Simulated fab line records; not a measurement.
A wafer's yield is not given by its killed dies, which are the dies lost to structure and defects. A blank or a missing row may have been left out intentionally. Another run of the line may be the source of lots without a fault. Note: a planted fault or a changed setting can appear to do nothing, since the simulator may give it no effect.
fab line records	flow n5Finfet
record lots=15	wafers=45	lastDay=19
route steps=1938 shown BEOL_M0@735 BEOL_M1@754 BEOL_M4@1111
lots with no fault: from the same line, run without faults
startH: hours from the record's first day to the start of the lot's first wafer shown	waitH: hours from the lot's prior step to this one	" same as the row above	L1.1+2: several wafers, shown together as one row	- no value, or no start given	* or withheld: withheld	< > ~ a bound
route shown NAME@n: NAME is a module with steps in the file, n the number in the route of the first one	usual: mean/standard deviation of fault-free wafers	same: alike in all rows	chamber/n: place in a boat	sites: each site's reading	_std_site: standard deviation across them	_edge_site: mean of outer sites minus mean of inner sites	radiusMm: how far each site lies from the wafer's centre	mask NAME#n: copy n	behind: the most recent tool/chamber to have shaped the wafer	hold: what put the lot on hold/how long, in hours/how the hold closed	device: the transistor (n, p or np) that didn't switch	end of line: the tests these same wafers got at the end of their route	a step without rows: its recipe alone	killed: dies lost to structure and defects at the first sort, not the wafer's yield	map: shows each die of a wafer: x if killed, . if not, _ if none is there
set.NAME: setting as actually run; set.NAME@STEP: the setting as run at that earlier step	model.NAME: the simulator's own value behind a step, which no gauge read
route steps across a sampled set of lots; one table per step, one row per wafer
services: the hour from which a tool's chamber was out of use, counted from the record's first day as startH (under 0 if before that day), plus the number of hours and why
## steps
# step N5_BEOL_M0_ANNEAL_117
# recipe tempC=400	timeS=60	ambient=vacuum
# usual heaterPowerW=808/47	susceptor_temp_C_max=401.0/0.42
lot.wafer	tool	chamber	startH	waitH	heaterPowerW	susceptor_temp_C_max
L732.1	pvdSputter-01	-	130.19	0.0	848	400.9
L732.2	"	-	"	"	708	400.4
L732.5	"	-	"	"	712	400.6
L731.2	pvdSputter-02	-	130.22	0.0	791	401.6
L731.4	"	-	"	"	797	401.2
L731.6	"	-	"	"	882	401.1
L733.2	pvdSputter-03	-	144.80	0.0	822	400.5
L733.4	"	-	"	"	803	400.5
L733.6	"	-	"	"	822	401.5
L734.2	pvdSputter-01	-	145.73	0.0	794	400.6
L734.3	"	-	"	"	844	401.1
L734.5	"	-	"	"	834	400.7
L735.1	pvdSputter-02	-	149.48	0.0	816	401.5
L735.2	"	-	"	"	775	400.7
L735.4	"	-	"	"	822	401.2
L737.2	pvdSputter-03	-	161.98	0.0	807	401.7
L737.3	"	-	"	"	861	400.7
L737.5	"	-	"	"	848	400.6
L738.1	pvdSputter-01	-	168.58	0.0	706	400.5
L738.3	"	-	"	"	791	400.9
L738.4	"	-	"	"	824	400.6
L741.1	pvdSputter-01	-	191.47	0.0	709	400.6
L741.4	"	-	"	"	824	400.5
L741.5	"	-	"	"	852	401.0
L742.1	pvdSputter-01	-	193.85	0.0	714	400.5
L742.3	"	-	"	"	839	400.3
L742.4	"	-	"	"	845	401.2
L743.1	pvdSputter-01	-	198.77	0.0	699	400.2
L743.2	"	-	"	"	845	401.6
L743.5	"	-	"	"	718	400.6
L744.2	pvdSputter-01	-	199.69	0.0	812	400.8
L744.3	"	-	"	"	792	400.6
L744.5	"	-	"	"	712	401.0
L747.2	pvdSputter-01	-	223.02	0.0	860	401.2
L747.5	"	-	"	"	791	400.5
L747.6	"	-	"	"	696	400.4
L749.2	pvdSputter-03	-	231.39	0.0	786	401.3
L749.4	"	-	"	"	837	400.6
L749.6	"	-	"	"	824	400.7
L752.1	pvdSputter-01	-	257.26	0.0	838	400.6
L752.3	"	-	"	"	797	400.6
L752.4	"	-	"	"	856	400.7
L753.2	pvdSputter-03	-	258.76	0.0	835	401.2
L753.3	"	-	"	"	815	400.4
L753.5	"	-	"	"	824	402.5
# step N5_BEOL_M0_SPUTTER_141
# recipe material=Cu	targetThkA=40	tempC=-20	chamberPressurePa=0.07	powerW=withheld	timeS=7.37
# usual chamberPressurePa=0.07/0.00015	throttleValvePct=30.4/0.86
lot.wafer	tool	chamber	startH	waitH	chamberPressurePa	throttleValvePct
L732.1	pvdSputter-01	-	130.47	0.0	0.07041	30.8
L732.2	"	-	"	"	0.07018	30.2
L732.5	"	-	"	"	0.07014	30.5
L731.2	pvdSputter-02	-	130.50	0.0	0.06993	29.6
L731.4	"	-	"	"	0.06994	29.0
L731.6	"	-	"	"	0.07013	30.0
L733.2	pvdSputter-03	-	145.08	0.0	0.07005	31.3
L733.4	"	-	"	"	0.07002	29.4
L733.6	"	-	"	"	0.06994	29.8
L734.2	pvdSputter-01	-	146.01	0.0	0.07021	30.6
L734.3	"	-	"	"	0.07013	30.1
L734.5	"	-	"	"	0.06997	31.0
L735.1	pvdSputter-02	-	149.76	0.0	0.0698	29.3
L735.2	"	-	"	"	0.06998	28.9
L735.4	"	-	"	"	0.06994	30.1
L737.2	pvdSputter-03	-	162.26	0.0	0.06996	32.2
L737.3	"	-	"	"	0.06995	32.0
L737.5	"	-	"	"	0.07006	31.7
L738.1	pvdSputter-01	-	168.86	0.0	0.07	30.1
L738.3	"	-	"	"	0.07008	30.5
L738.4	"	-	"	"	0.07008	31.2
L741.1	pvdSputter-01	-	191.75	0.0	0.07036	30.0
L741.4	"	-	"	"	0.06984	31.0
L741.5	"	-	"	"	0.06984	30.3
L742.1	pvdSputter-01	-	194.13	0.0	0.06965	30.1
L742.3	"	-	"	"	0.06976	31.0
L742.4	"	-	"	"	0.07011	30.3
L743.1	pvdSputter-01	-	199.05	0.0	0.07015	30.1
L743.2	"	-	"	"	0.0699	30.3
L743.5	"	-	"	"	0.06996	30.2
L744.2	pvdSputter-01	-	199.97	0.0	0.06992	31.3
L744.3	"	-	"	"	0.06998	30.4
L744.5	"	-	"	"	0.07001	30.3
L747.2	pvdSputter-01	-	223.30	0.0	0.07031	30.2
L747.5	"	-	"	"	0.0703	30.6
L747.6	"	-	"	"	0.06991	30.1
L749.2	pvdSputter-03	-	231.67	0.0	0.06999	32.3
L749.4	"	-	"	"	0.06995	31.8
L749.6	"	-	"	"	0.06996	31.7
L752.1	pvdSputter-01	-	257.54	0.0	0.06996	30.9
L752.3	"	-	"	"	0.07018	30.6
L752.4	"	-	"	"	0.07	30.5
L753.2	pvdSputter-03	-	259.04	0.0	0.07012	29.6
L753.3	"	-	"	"	0.06999	29.6
L753.5	"	-	"	"	0.0699	29.7
# step N5_BEOL_M0_CO_CAP_123
# recipe material=Co	targetThkA=20	tempC=200	precursor=CCTBA/H2	pressureTorr=30	timeS=102.1
# usual heaterPowerW=233/20
lot.wafer	tool	chamber	startH	waitH	heaterPowerW
L732.1	cvdCo-02	2	131.53	0.0	247
L732.2	"	0	"	"	203
L732.5	"	2	"	"	249
L731.2	cvdCo-01	0	131.80	0.0	236
L731.4	"	0	"	"	239
L731.6	"	0	"	"	241
L733.2	cvdCo-02	2	145.94	0.0	249
L733.4	"	2	"	"	237
L733.6	"	0	"	"	211
L734.2	cvdCo-01	2	146.90	0.0	201
L734.3	"	0	"	"	237
L734.5	"	0	"	"	235
L735.1	cvdCo-02	1	150.84	0.0	265
L735.2	"	2	"	"	246
L735.4	"	0	"	"	214
L737.2	cvdCo-02	0	163.36	0.0	209
L737.3	"	1	"	"	253
L737.5	"	2	"	"	249
L738.1	cvdCo-02	0	169.72	0.0	208
L738.3	"	1	"	"	258
L738.4	"	1	"	"	256
L741.1	cvdCo-01	0	192.66	0.0	241
L741.4	"	2	"	"	202
L741.5	"	1	"	"	248
L742.1	cvdCo-02	2	195.01	0.0	248
L742.3	"	1	"	"	260
L742.4	"	1	"	"	250
L743.1	cvdCo-01	2	200.12	0.0	198
L743.2	"	0	"	"	242
L743.5	"	0	"	"	244
L744.2	cvdCo-02	1	200.83	0.0	251
L744.3	"	2	"	"	252
L744.5	"	2	"	"	251
L747.2	cvdCo-01	0	224.19	0.0	237
L747.5	"	2	"	"	202
L747.6	"	1	"	"	241
L749.2	cvdCo-01	0	233.79	0.0	237
L749.4	"	2	"	"	207
L749.6	"	1	"	"	251
L752.1	cvdCo-01	1	258.45	0.0	245
L752.3	"	0	"	"	238
L752.4	"	2	"	"	207
L753.2	cvdCo-02	2	259.91	0.0	257
L753.3	"	0	"	"	209
L753.5	"	0	"	"	212
# step N5_BEOL_M1_HM_DEP_02
# recipe material=TiN	targetThkA=200	tempC=25	chamberPressurePa=0.49996
# usual chamberPressurePa=0.5000/0.00096	substrateTempC=25.01/0.11	throttleValvePct=30.4/1
lot.wafer	tool	chamber	startH	waitH	chamberPressurePa	substrateTempC	throttleValvePct
L732.1	pvdSputter-01	-	133.39	1.5	0.5008	25.04	30.8
L732.2	"	-	"	"	0.4994	25.19	30.3
L732.5	"	-	"	"	0.4990	24.94	30.6
L731.2	pvdSputter-03	-	133.59	1.4	0.4992	24.97	29.9
L731.4	"	-	"	"	0.5000	24.83	31.5
L731.6	"	-	"	"	0.5008	25.05	29.3
L733.2	pvdSputter-02	-	148.76	2.4	0.5001	24.99	30.2
L733.4	"	-	"	"	0.5004	25.09	29.3
L733.6	"	-	"	"	0.5015	25.07	30.0
L734.2	pvdSputter-02	-	149.04	1.7	0.5002	24.88	30.2
L734.3	"	-	"	"	0.4985	25.04	28.8
L734.5	"	-	"	"	0.5001	24.84	29.9
L735.1	pvdSputter-01	-	152.57	1.3	0.5005	25.15	30.4
L735.2	"	-	"	"	0.5020	25.09	30.1
L735.4	"	-	"	"	0.5012	24.89	30.5
L737.2	pvdSputter-03	-	164.96	1.2	0.4985	24.82	31.6
L737.3	"	-	"	"	0.5001	25.02	29.2
L737.5	"	-	"	"	0.4993	24.97	29.2
L738.1	pvdSputter-03	-	170.58	0.5	0.4993	25.02	29.3
L738.3	"	-	"	"	0.5003	24.99	32.0
L738.4	"	-	"	"	0.4998	25.16	32.6
L741.1	pvdSputter-01	-	193.15	0.1	-	-	-
L741.4	"	-	"	"	-	-	-
L741.5	"	-	"	"	-	-	-
L742.1	pvdSputter-02	-	197.51	2.1	-	-	-
L742.3	"	-	"	"	-	-	-
L742.4	"	-	"	"	-	-	-
L743.1	pvdSputter-01	-	200.53	0.0	-	-	-
L743.2	"	-	"	"	-	-	-
L743.5	"	-	"	"	-	-	-
L744.2	pvdSputter-02	-	203.37	2.2	0.5002	25.01	30.1
L744.3	"	-	"	"	0.5007	24.86	29.3
L744.5	"	-	"	"	0.5005	25.12	30.0
L747.2	pvdSputter-02	-	225.36	0.8	0.5012	24.77	29.3
L747.5	"	-	"	"	0.4990	25.08	29.2
L747.6	"	-	"	"	0.5012	25.04	29.3
L749.2	pvdSputter-01	-	235.46	1.3	0.4993	25.09	31.0
L749.4	"	-	"	"	0.5000	24.93	30.2
L749.6	"	-	"	"	0.5007	25.01	30.2
L752.1	pvdSputter-03	-	259.66	0.8	0.4982	24.97	32.4
L752.3	"	-	"	"	0.4995	25.14	29.4
L752.4	"	-	"	"	0.4996	24.98	31.8
L753.2	pvdSputter-01	-	262.17	1.9	0.5008	25.12	30.9
L753.3	"	-	"	"	0.4995	24.88	30.1
L753.5	"	-	"	"	0.5008	25.01	30.1
# step N5_BEOL_M1_HM_OPEN_17
# recipe chemistry=Cl2/BCl3	targetDepthA=200	overetchA=60	target=TiN	maskMaterial=SOC	ionEnergyEv=150	pressureMtorr=10	icpW=1000	biasW=126	Cl2_flow_sccm=53.25	bcl3FlowSccm=21.75	Ar_flow_sccm=25
# usual drypumpMotorCurrentA=5.5/0.34	heBacksideLeakSccm=3.5/0.35	mfcArSccm=25.00/0.079	oesProductAu=0.62/0.11	throttleValvePct=22.12/0.18
lot.wafer	tool	chamber	startH	waitH	drypumpMotorCurrentA	heBacksideLeakSccm	mfcArSccm	oesProductAu	rfHoursCounterH	throttleValvePct
L732.1	rieMetal-03	0	134.70	0.0	5.3	3.7	25.06	0.52	134	22.38
L732.2	"	1	"	"	5.2	3.1	25.05	0.77	10	21.86
L732.5	"	1	"	"	5.2	3.0	25.07	0.76	-	21.86
L731.2	rieMetal-01	1	134.86	0.0	6.1	3.2	24.90	0.58	81	22.20
L731.4	"	1	"	"	6.1	3.4	24.93	0.59	-	22.16
L731.6	"	1	"	"	6.1	3.3	24.95	0.58	-	22.17
L733.2	rieMetal-02	0	149.52	0.0	5.3	3.5	25.08	0.55	104	21.98
L733.4	"	1	"	"	5.8	3.5	24.87	0.53	-	22.20
L733.6	"	0	"	"	5.4	3.5	25.09	0.56	-	21.99
L734.2	rieMetal-02	0	149.80	0.0	5.3	3.4	24.93	0.55	104	21.99
L734.3	"	1	"	"	5.8	3.9	24.93	0.53	-	22.19
L734.5	"	1	"	"	5.8	3.7	25.00	0.54	-	22.17
L735.1	rieMetal-03	1	153.44	0.0	5.2	3.1	24.90	0.77	12	21.87
L735.2	"	0	"	"	5.3	3.7	25.05	0.53	136	22.36
L735.4	"	1	"	"	5.2	3.2	25.04	0.77	-	21.87
L737.2	rieMetal-01	1	166.14	0.0	6.1	3.5	25.00	0.58	84	22.17
L737.3	"	0	"	"	5.1	3.9	25.03	0.58	-	22.43
L737.5	"	0	"	"	5.1	3.9	25.00	0.57	-	22.43
L738.1	rieMetal-03	1	171.34	0.0	5.2	3.1	24.92	0.76	14	21.87
L738.3	"	1	"	"	5.2	3.2	24.98	0.76	-	21.87
L738.4	"	1	"	"	5.2	3.1	25.02	0.75	-	21.86
L741.1	rieMetal-03	0	193.91	0.0	5.3	3.5	25.02	0.37	0	22.87
L741.4	"	1	"	"	5.2	3.2	24.99	0.32	-	22.52
L741.5	"	1	"	"	5.2	3.1	25.12	0.32	-	22.51
L742.1	rieMetal-02	0	198.67	0.0	5.3	3.5	24.93	0.24	108	22.63
L742.3	"	0	"	"	5.3	3.5	24.88	0.24	-	22.61
L742.4	"	1	"	"	5.8	3.6	24.99	0.24	-	22.84
L743.1	rieMetal-02	1	201.29	0.0	5.8	3.7	25.09	0.24	121	22.82
L743.2	"	0	"	"	5.3	3.5	25.00	0.24	108	22.62
L743.5	"	1	"	"	5.9	3.4	25.05	0.23	-	22.83
L744.2	rieMetal-02	0	204.30	0.0	5.3	3.4	24.97	0.56	108	21.97
L744.3	"	0	"	"	5.3	3.5	24.90	0.54	-	21.98
L744.5	"	1	"	"	5.8	3.9	24.91	0.53	-	22.18
L747.2	rieMetal-03	1	226.49	0.0	5.2	3.0	25.01	0.73	19	21.88
L747.5	"	0	"	"	5.3	3.4	24.93	0.81	-	22.22
L747.6	"	1	"	"	5.3	2.9	24.91	0.75	-	21.87
L749.2	rieMetal-01	0	237.27	0.0	5.1	3.8	24.89	0.56	93	22.48
L749.4	"	0	"	"	5.1	3.6	24.91	0.57	-	22.46
L749.6	"	0	"	"	5.1	3.7	24.93	0.56	-	22.47
L752.1	rieMetal-03	1	260.44	0.0	5.2	3.4	24.88	0.73	23	21.87
L752.3	"	1	"	"	5.2	3.2	25.05	0.71	-	21.89
L752.4	"	0	"	"	5.3	3.6	25.12	0.80	-	22.20
L753.2	rieMetal-01	0	262.93	0.0	5.1	3.7	25.02	0.56	95	22.46
L753.3	"	0	"	"	5.1	3.7	25.07	0.56	-	22.46
L753.5	"	0	"	"	5.1	3.7	25.17	0.56	-	22.47
# step N5_BEOL_M1_CD_MEAS_18
# recipe pitchNm=36	targetCdNm=18
# usual cdNm=17.96/0.28
lot.wafer	tool	chamber	startH	waitH	cdNm
L732.1	cdSem-03	-	134.88	0.1	18.07
L732.2	"	-	"	"	18.16
L732.5	"	-	"	"	18.59
L731.2	cdSem-01	-	135.04	0.1	18.04
L731.4	"	-	"	"	18.05
L731.6	"	-	"	"	18.18
L733.2	cdSem-01	-	149.77	0.1	17.79
L733.4	"	-	"	"	18.18
L733.6	"	-	"	"	18.08
L734.2	cdSem-01	-	150.00	0.1	18.02
L734.3	"	-	"	"	18.46
L734.5	"	-	"	"	18.70
L735.1	cdSem-02	-	153.65	0.0	18.03
L735.2	"	-	"	"	17.76
L735.4	"	-	"	"	17.99
L737.2	cdSem-02	-	166.33	0.1	17.87
L737.3	"	-	"	"	18.32
L737.5	"	-	"	"	18.03
L738.1	cdSem-01	-	171.62	0.1	17.36
L738.3	"	-	"	"	17.47
L738.4	"	-	"	"	18.18
L741.1	cdSem-01	-	194.32	0.0	-
L741.4	"	-	"	"	-
L741.5	"	-	"	"	-
L742.1	cdSem-02	-	198.86	0.0	-
L742.3	"	-	"	"	-
L742.4	"	-	"	"	-
L743.1	cdSem-01	-	201.50	0.0	-
L743.2	"	-	"	"	-
L743.5	"	-	"	"	-
L744.2	cdSem-02	-	204.53	0.1	18.20
L744.3	"	-	"	"	17.53
L744.5	"	-	"	"	17.67
L747.2	cdSem-03	-	226.77	0.1	17.83
L747.5	"	-	"	"	17.91
L747.6	"	-	"	"	17.99
L749.2	cdSem-03	-	237.63	0.1	17.94
L749.4	"	-	"	"	17.64
L749.6	"	-	"	"	17.74
L752.1	cdSem-02	-	260.69	0.0	17.91
L752.3	"	-	"	"	17.38
L752.4	"	-	"	"	17.50
L753.2	cdSem-01	-	263.11	0.1	17.81
L753.3	"	-	"	"	17.38
L753.5	"	-	"	"	17.96
# step N5_BEOL_M4_RC_MEAS_101
# usual DIBL_N=36.4/1.4	DIBL_P=36.4/1.5	IOFF_N=0.156/0.022	IOFF_P=0.210/0.023	ION_N=675/9.1	ION_P=463/5.7	SS_N=71.6/0.45	SS_P=73.3/0.56	VT_N=250/3.1	VT_P=-250.3/2.3
lot.wafer	tool	chamber	startH	waitH	DIBL_N[mV/V]	DIBL_P[mV/V]	IOFF_N[nA/um]	IOFF_P[nA/um]	ION_N[uA/um]	ION_P[uA/um]	SS_N[mV/dec]	SS_P[mV/dec]	VT_N[mV]	VT_P[mV]
L731.2	prober-01	0	202.31	0.2	36.4	38.4	0.172	0.220	680	464	71.4	73.1	248	-247.6
L731.4	"	0	"	"	34.4	36.0	0.147	0.183	676	466	71.8	73.3	251	-254.1
L731.6	"	0	"	"	35.7	37.3	0.159	0.201	680	463	71.4	73.2	252	-251.3
L733.2	prober-01	0	204.34	0.2	36.2	35.6	0.170	0.205	681	461	72.0	73.3	244	-249.8
L733.4	"	0	"	"	36.3	34.6	0.162	0.180	673	455	71.7	73.7	249	-252.2
L733.6	"	0	"	"	35.1	34.0	0.144	0.169	677	454	71.5	73.6	250	-253.3
L734.2	prober-01	0	221.91	0.2	34.3	35.6	0.126	0.196	674	469	70.8	72.6	250	-251.6
L734.3	"	0	"	"	34.1	34.4	0.120	0.192	677	472	71.4	72.4	254	-249.2
L734.5	"	0	"	"	35.5	36.1	0.141	0.218	673	472	71.5	73.1	248	-245.6
L732.1	prober-02	0	222.00	0.0	34.5	34.8	0.139	0.180	663	453	71.0	72.3	252	-248.9
L732.2	"	0	"	"	35.7	36.9	0.163	0.217	672	459	71.0	73.5	248	-248.0
L732.5	"	0	"	"	35.5	37.1	0.166	0.213	678	462	71.6	73.3	248	-248.4
L735.1	prober-01	0	223.88	0.0	33.9	35.1	0.142	0.200	676	467	71.2	72.2	248	-251.3
L735.2	"	0	"	"	35.9	38.1	0.189	0.241	688	465	72.3	73.4	245	-246.9
L735.4	"	0	"	"	34.0	34.8	0.141	0.192	663	462	70.7	72.0	251	-251.6
L737.2	prober-02	0	234.52	0.2	37.4	37.3	0.160	0.195	667	455	71.1	73.6	248	-254.0
L737.3	"	0	"	"	37.6	37.7	0.155	0.200	667	455	71.7	73.8	253	-252.8
L737.5	"	0	"	"	37.8	37.5	0.163	0.206	670	464	71.4	73.9	249	-251.3
L738.1	prober-01	0	241.96	0.0	36.7	39.1	0.176	0.239	683	470	72.3	74.5	245	-248.6
L738.3	"	0	"	"	38.2	40.0	0.215	0.259	691	466	71.8	73.4	243	-246.6
L738.4	"	0	"	"	35.7	37.9	0.169	0.216	676	460	71.2	73.3	245	-248.6
L744.2	prober-02	0	278.18	0.2	34.3	34.7	0.131	0.183	677	454	71.0	72.3	253	-253.8
L744.3	"	0	"	"	34.9	35.8	0.144	0.193	670	459	72.1	73.5	251	-255.0
L744.5	"	0	"	"	35.4	36.5	0.149	0.196	668	457	71.8	73.2	254	-253.3
L747.2	prober-01	0	301.47	0.2	37.7	37.1	0.167	0.210	682	461	71.6	74.3	249	-251.9
L747.5	"	0	"	"	36.4	35.4	0.154	0.189	687	463	71.4	73.1	249	-252.3
L747.6	"	0	"	"	38.5	38.0	0.188	0.223	690	471	71.9	73.9	245	-251.3
L749.2	prober-02	0	311.12	0.2	34.7	36.0	0.134	0.192	678	465	71.1	72.3	252	-251.0
L749.4	"	0	"	"	34.6	35.4	0.130	0.187	661	459	71.7	72.1	251	-251.1
L749.6	"	0	"	"	33.9	34.7	0.116	0.168	665	456	71.0	72.4	254	-252.2
L752.1	prober-02	0	327.70	0.0	37.2	38.6	0.187	0.259	685	477	72.3	73.5	246	-249.3
L752.3	"	0	"	"	36.8	37.0	0.166	0.228	671	465	72.1	74.1	248	-249.0
L752.4	"	0	"	"	35.9	35.9	0.152	0.212	675	467	71.6	73.8	249	-250.1
L753.2	prober-02	0	342.34	0.2	37.0	38.0	0.164	0.233	669	468	71.6	73.6	250	-249.7
L753.3	"	0	"	"	35.1	36.5	0.139	0.205	669	465	71.4	72.4	252	-248.6
L753.5	"	0	"	"	36.8	38.2	0.174	0.235	676	467	71.8	72.8	249	-249.1
## services
tool	chamber	startH	hours	kind
rieMetal-01	-	113.53	1.1	repair
cvdCo-01	1	115.68	10.4	repair
cvdCo-01	1	126.15	-	clean
cvdCo-01	1	126.15	22.0	scheduledDown
cvdCo-01	1	126.15	22.0	ventCycle
pvdSputter-01	-	139.40	1.8	repair
cvdCo-02	2	152.24	1.8	repair
rieMetal-01	0	154.55	3.4	repair
rieMetal-03	0	171.15	-	clean
rieMetal-03	0	171.15	15.8	scheduledDown
rieMetal-03	0	171.15	15.8	ventCycle
cvdCo-01	-	185.05	2.3	repair
pvdSputter-02	-	186.11	7.3	repair
rieMetal-02	-	213.88	0.3	repair
rieMetal-02	1	215.29	-	clean
rieMetal-02	1	215.29	17.7	scheduledDown
rieMetal-02	1	215.29	17.7	ventCycle
rieMetal-03	-	228.89	0.2	repair
## key
firstSign step=N5_BEOL_M1_HM_DEP_02	reading=toolRecord	direction=missing
effect step=N5_BEOL_M1_HM_OPEN_17	reading=oesProductAu	direction=down	sigmas=3.3	usual=0.62	struck=0.27
effect step=N5_BEOL_M1_CD_MEAS_18	reading=cdNm	direction=missing
metAt N5_BEOL_M1_HM_DEP_02
struckLots L741,L742,L743
laterRowsLeftOut L741.1,L741.4,L741.5,L742.1,L742.3,L742.4,L743.1,L743.2,L743.5
sortLeftOut L741.1,L741.4,L741.5,L742.1,L742.3,L742.4,L743.1,L743.2,L743.5
notActingAt N5_BEOL_M0_ANNEAL_117,N5_BEOL_M0_SPUTTER_141,N5_BEOL_M0_CO_CAP_123
onsetBetween 152.57 193.15
fault kind=skippedStepWhole	tool=pvdSputter-01,pvdSputter-02	chamber=-	onsetH=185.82	steps=N5_BEOL_M1_HM_DEP_02	scope=struckLotsOnly
# sortLeftOut: the simulated sort isn't trusted on such a fault, so these wafers' sort isn't shown, and their yield isn't known
# laterRowsLeftOut: the simulator's readings of these wafers behind a module that went badly wrong aren't trusted and aren't shown, but for the sort
